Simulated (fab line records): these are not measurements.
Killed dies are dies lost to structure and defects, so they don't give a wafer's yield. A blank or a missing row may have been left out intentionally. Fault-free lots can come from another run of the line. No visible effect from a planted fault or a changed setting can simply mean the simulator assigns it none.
fab line records	flow n5-finfet	part 2 of 2: steps 24 to 29 of 29
[record] lots = 5	wafers = 15	last-day = 17
route steps=1938 shown BEOL_M10@1529 BEOL_M11@1536
lots with no fault: from the same line, run without faults
start-h: hours from the record's first day to the start of the lot's first wafer shown	wait-h: hours elapsed since this lot's preceding step	" repeats the value in the row above	L1.1+2: a row that stands for several wafers	- either no value or no given start	* or withheld: withheld	< > ~ a bound
route shown NAME@n: names a module that has steps shown in the file, with the first one's number in the route	usual: the fault-free wafers' mean and standard deviation	same: alike in all rows	chamber/n: place in a boat	sites: per-site readings	_std_site: the values' standard deviation	_edge_site: outer sites' mean less inner sites'	radius-mm: how far each site lies from the wafer's centre	mask NAME#n: copy n	behind: the most recent tool/chamber to have shaped the wafer	hold: why the lot was held/for how many hours/how that ended	device: transistor that didn't switch, given as n, p or np	end of line: the tests these same wafers got at the end of their route	a step given without rows: its recipe and nothing more	killed: count of dies lost to structure and defects at first sort (not the wafer's yield)	map: a wafer's dies, x killed, . not, _ none there
set.NAME: the setting the step ran with; set.NAME@STEP: the setting that earlier step ran with	model.NAME: the simulator's own value behind a step, which no gauge read
lots seen at some steps along the route; tables by step, rows by wafer
services: from which hour (start-h, from the record's first day; less than 0 if before it) a tool's chamber was out of use, for how many hours, and why
[[steps]]
[step N5_BEOL_M11_DESCUM_16]
[recipe] chemistry = O2	time-s = 7.9	source-power-w = 50	bias-power-w = 20	pressure-mtorr = 20	rf-frequency-hz = 2.712e+07	temp-c = 40	resist = CAR-ArF	o2-flow-sccm = 225
[usual] drypump-motor-current-A = 5.7/0.48	oes-product-au = 0.79/0.094	rf-vpp-V = 243.3/1.6	showerhead-plenum-p-Torr = 2.10/0.091	throttle-valve-pct = 20.47/0.26
lot.wafer	tool	chamber	start-h	wait-h	drypump-motor-current-A	oes-product-au	rf-hours-counter-h	rf-vpp-V	showerhead-plenum-p-Torr	throttle-valve-pct
L078.1	rie-diel-04	1	263.27	0.2	5.5	0.69	249	244.2	2.14	20.85
L078.3	"	1	"	"	5.5	0.68	-	245.8	2.14	20.85
L078.5	"	1	"	"	5.5	0.68	-	242.6	2.14	20.86
L080.2	rie-diel-01	0	270.29	0.1	6.2	0.69	221	240.6	1.98	20.82
L080.4	"	1	"	"	6.4	0.74	-	242.9	2.09	20.71
L080.6	"	0	"	"	6.2	0.69	-	241.9	1.98	20.80
L084.3	rie-diel-01	2	303.01	0.2	5.1	0.75	173	244.6	2.16	20.47
L084.5	"	1	"	"	6.4	0.72	-	241.8	2.09	20.75
L084.6	"	2	"	"	5.1	0.74	-	243.9	2.16	20.48
L090.3	rie-diel-06	0	326.10	0.0	5.6	0.71	236	243.2	2.15	20.71
L090.4	"	2	"	"	4.8	0.85	58	245.4	2.20	20.22
L090.5	"	1	"	"	5.5	0.74	-	240.0	1.90	20.18
L093.2	rie-diel-04	1	346.81	0.1	5.4	0.96	14	243.8	2.13	20.61
L093.3	"	2	"	"	5.9	0.78	106	243.0	2.12	20.45
L093.6	"	3	"	"	6.0	0.88	-	242.6	2.13	19.96
[step N5_BEOL_M11_ETCH_61]
[recipe] chemistry = CF4	target = SiARC	target-depth-a = 390	mask-material = CAR-ArF	time-s = 65	ion-energy-ev = 80	pressure-mtorr = 40	source-w = 545	bias-w = 36	Ar_flow_sccm = 100	cf4-flow-sccm = 100	ends = cleared
[usual] drypump-motor-current-A = 5.7/0.48	etch-rf-on-time-s = 65.2/1.8	oes-product-au = 0.67/0.084	rf-vpp-V = 184.3/1.3	showerhead-plenum-p-Torr = 2.15/0.086	throttle-valve-pct = 15.66/0.24
lot.wafer	tool	chamber	start-h	wait-h	drypump-motor-current-A	etch-rf-on-time-s	oes-product-au	rf-hours-counter-h	rf-vpp-V	showerhead-plenum-p-Torr	throttle-valve-pct
L078.1	rie-diel-04	1	263.32	0.0	5.4	63.0	0.60	249	184.0	2.18	16.07
L078.3	"	1	"	"	5.4	63.4	0.60	-	184.6	2.18	16.05
L078.5	"	1	"	"	5.5	63.4	0.60	-	183.1	2.18	16.06
L080.2	rie-diel-01	0	270.34	0.0	6.2	66.9	0.58	221	182.8	2.04	16.03
L080.4	"	1	"	"	6.4	65.3	0.63	-	185.2	2.13	15.86
L080.6	"	0	"	"	6.2	66.7	0.58	-	182.2	2.04	16.06
L084.3	rie-diel-01	2	303.04	0.0	5.1	67.9	0.63	173	186.6	2.24	15.83
L084.5	"	1	"	"	6.4	65.8	0.62	-	184.0	2.12	15.87
L084.6	"	2	"	"	5.1	67.3	0.63	-	184.5	2.24	15.84
L090.3	rie-diel-06	0	326.14	0.0	5.6	66.4	0.60	236	184.0	2.19	15.89
L090.4	"	2	"	"	4.8	63.6	0.72	58	186.8	2.26	15.53
L090.5	"	1	"	"	5.5	65.8	0.63	-	182.7	1.97	15.57
L093.2	rie-diel-04	1	346.85	0.0	5.5	62.4	0.83	14	183.8	2.18	15.63
L093.3	"	2	"	"	5.8	66.8	0.67	106	184.2	2.16	15.55
L093.6	"	3	"	"	6.0	66.3	0.75	-	183.4	2.19	15.31
[step N5_BEOL_M11_ETCH_62]
[recipe] chemistry = N2/H2	target = SOC	target-depth-a = 1100	overetch-a = 220	mask-material = SiARC	temp-c = 40	time-s = 165	ion-energy-ev = 200	pressure-mtorr = 30	source-w = 840	bias-w = 150	n2-flow-sccm = 200	h2-flow-sccm = 200
[usual] drypump-motor-current-A = 5.7/0.49	oes-product-au = 0.67/0.076	rf-vpp-V = 524/3.1	showerhead-plenum-p-Torr = 2.55/0.1	throttle-valve-pct = 17.87/0.27
lot.wafer	tool	chamber	start-h	wait-h	drypump-motor-current-A	oes-product-au	rf-hours-counter-h	rf-vpp-V	showerhead-plenum-p-Torr	throttle-valve-pct
L078.1	rie-diel-04	1	263.40	0.1	5.4	0.59	249	527	2.61	18.50
L078.3	"	1	"	"	5.5	0.58	-	526	2.61	18.51
L078.5	"	1	"	"	5.4	0.58	-	525	2.61	18.50
L080.2	rie-diel-01	0	270.42	0.1	6.2	0.59	221	520	2.39	18.14
L080.4	"	1	"	"	6.4	0.62	-	524	2.53	18.08
L080.6	"	0	"	"	6.2	0.59	-	519	2.39	18.14
L084.3	rie-diel-01	2	303.09	0.0	5.1	0.64	173	528	2.63	17.85
L084.5	"	1	"	"	6.4	0.62	-	523	2.53	18.11
L084.6	"	2	"	"	5.1	0.64	-	527	2.63	17.85
L090.3	rie-diel-06	0	326.19	0.0	5.6	0.60	236	526	2.60	18.10
L090.4	"	2	"	"	4.8	0.71	58	528	2.69	17.69
L090.5	"	1	"	"	5.6	0.62	-	517	2.35	17.92
L093.2	rie-diel-04	1	346.90	0.0	5.4	0.80	14	524	2.61	18.17
L093.3	"	2	"	"	5.9	0.68	107	524	2.54	17.61
L093.6	"	3	"	"	6.1	0.75	-	525	2.59	17.40
[step N5_BEOL_M11_STRIP_68]
[recipe] chemistry = N2/H2	temp-c = 40	n2-flow-sccm = 200	h2-flow-sccm = 200	rf-frequency-hz = 6e+07
lot.wafer	tool	chamber	start-h	wait-h
L078.1+3+5	rie-diel-04	1	263.60	0.1
L080.2+4+6	rie-diel-01	0,1,0	270.62	0.1
L084.3+5+6	rie-diel-01	2,1,2	303.23	0.1
L090.3+4+5	rie-diel-06	0,2,1	326.32	0.1
L093.2+3+6	rie-diel-04	1,2,3	347.04	0.1
[step N5_BEOL_M11_STRIP_67]
[recipe] chemistry = CF4	resist = SiARC	power-w = 300	bias-power-w = 75	pressure-mtorr = 50	cf4-flow-sccm = 150	rf-frequency-hz = 6e+07
[usual] drypump-motor-current-A = 5.7/0.48	oes-product-au = 0.79/0.088	rf-vpp-V = 271.1/1.8	showerhead-plenum-p-Torr = 1.80/0.07	throttle-valve-pct = 13.65/0.26
lot.wafer	tool	chamber	start-h	wait-h	drypump-motor-current-A	oes-product-au	rf-hours-counter-h	rf-vpp-V	showerhead-plenum-p-Torr	throttle-valve-pct
L078.1	rie-diel-04	1	263.62	0.0	5.4	0.69	249	271.6	1.83	14.06
L078.3	"	1	"	"	5.5	0.69	-	272.9	1.83	14.08
L078.5	"	1	"	"	5.5	0.69	-	273.0	1.83	14.06
L080.2	rie-diel-01	0	270.64	0.0	6.2	0.70	221	268.8	1.72	14.05
L080.4	"	1	"	"	6.4	0.74	-	270.5	1.79	13.85
L080.6	"	0	"	"	6.2	0.69	-	269.1	1.72	14.04
L084.3	rie-diel-01	2	303.24	0.0	5.1	0.75	173	272.8	1.87	13.80
L084.5	"	1	"	"	6.4	0.73	-	270.1	1.79	13.90
L084.6	"	2	"	"	5.1	0.74	-	272.1	1.87	13.78
L090.3	rie-diel-06	0	326.33	0.0	5.6	0.70	236	271.9	1.83	13.90
L090.4	"	2	"	"	4.8	0.84	58	271.8	1.90	13.50
L090.5	"	1	"	"	5.6	0.73	-	266.8	1.66	13.59
L093.2	rie-diel-04	1	347.05	0.0	5.4	0.94	14	273.7	1.83	13.56
L093.3	"	2	"	"	5.9	0.79	107	270.3	1.82	13.54
L093.6	"	3	"	"	6.0	0.88	-	270.4	1.85	13.30
[step N5_BEOL_M11_HM_OPEN_17]
[recipe] chemistry = Cl2/BCl3	target-depth-a = 200	overetch-a = 60	target = TiN	mask-material = SOC	ion-energy-ev = 150	pressure-mtorr = 10	icp-w = 1000	bias-w = 126	Cl2_flow_sccm = 53.25	bcl3-flow-sccm = 21.75	Ar_flow_sccm = 25
[usual] drypump-motor-current-A = 5.9/0.37	he-backside-leak-sccm = 3.4/0.49	oes-product-au = 0.63/0.078	throttle-valve-pct = 22.23/0.23
lot.wafer	tool	chamber	start-h	wait-h	drypump-motor-current-A	he-backside-leak-sccm	oes-product-au	rf-hours-counter-h	throttle-valve-pct
L078.1	rie-metal-01	1	263.85	0.2	5.9	3.1	0.59	82	21.99
L078.3	"	0	"	"	6.1	3.2	0.53	-	22.49
L078.5	"	0	"	"	6.1	3.5	0.54	-	22.48
L080.2	rie-metal-03	0	270.69	0.0	5.8	3.4	0.69	35	22.35
L080.4	"	1	"	"	6.4	3.6	0.58	-	22.33
L080.6	"	1	"	"	6.4	3.6	0.59	-	22.32
L084.3	rie-metal-01	1	303.34	0.1	5.9	3.2	0.58	-	22.00
L084.5	"	1	"	"	5.9	3.3	0.58	-	22.01
L084.6	"	1	"	"	6.0	3.2	0.59	-	22.00
L090.3	rie-metal-01	1	326.40	0.1	6.0	3.4	0.59	-	22.00
L090.4	"	0	"	"	6.1	3.2	0.82	-	22.16
L090.5	"	0	"	"	6.1	3.1	0.83	-	22.18
L093.2	rie-metal-02	0	347.09	0.0	5.7	3.4	0.74	12	21.99
L093.3	"	0	"	"	5.7	3.4	0.75	-	21.99
L093.6	"	1	"	"	5.1	3.8	0.59	-	22.55
[[services]]
tool	chamber	start-h	hours	kind
rie-metal-01	-	242.66	2.8	pm
rie-diel-01	2	244.51	16.5	repair
arfi-scanner-02	-	251.34	1.4	repair
pecvd-02	2	252.11	3.4	repair
pvd-sputter-03	-	254.06	7.5	repair
pecvd-02	-	257.22	1.5	repair
arfi-scanner-03	-	259.88	2.8	repair
arfi-scanner-02	-	268.60	1.4	repair
arfi-scanner-02	-	274.79	1.3	pm
uv-cure-02	-	282.70	0.8	repair
arfi-scanner-02	-	282.71	0.8	pm
rie-diel-06	0	287.07	4.0	repair
arfi-scanner-03	-	287.48	1.0	pm
rie-diel-01	1	288.75	1.8	repair
uv-cure-02	-	290.68	1.0	pm
arfi-scanner-03	-	296.54	1.3	pm
cmp-02	-	311.34	5.7	pm
arfi-scanner-03	-	312.49	1.6	repair
pecvd-03	0	319.47	18.6	repair
rie-diel-01	2	333.70	4.4	repair
arfi-scanner-03	-	335.46	4.9	pm
rtp-anneal-01	-	337.16	3.7	pm
rie-diel-01	3	341.29	5.2	repair
pecvd-02	2	346.08	11.0	repair
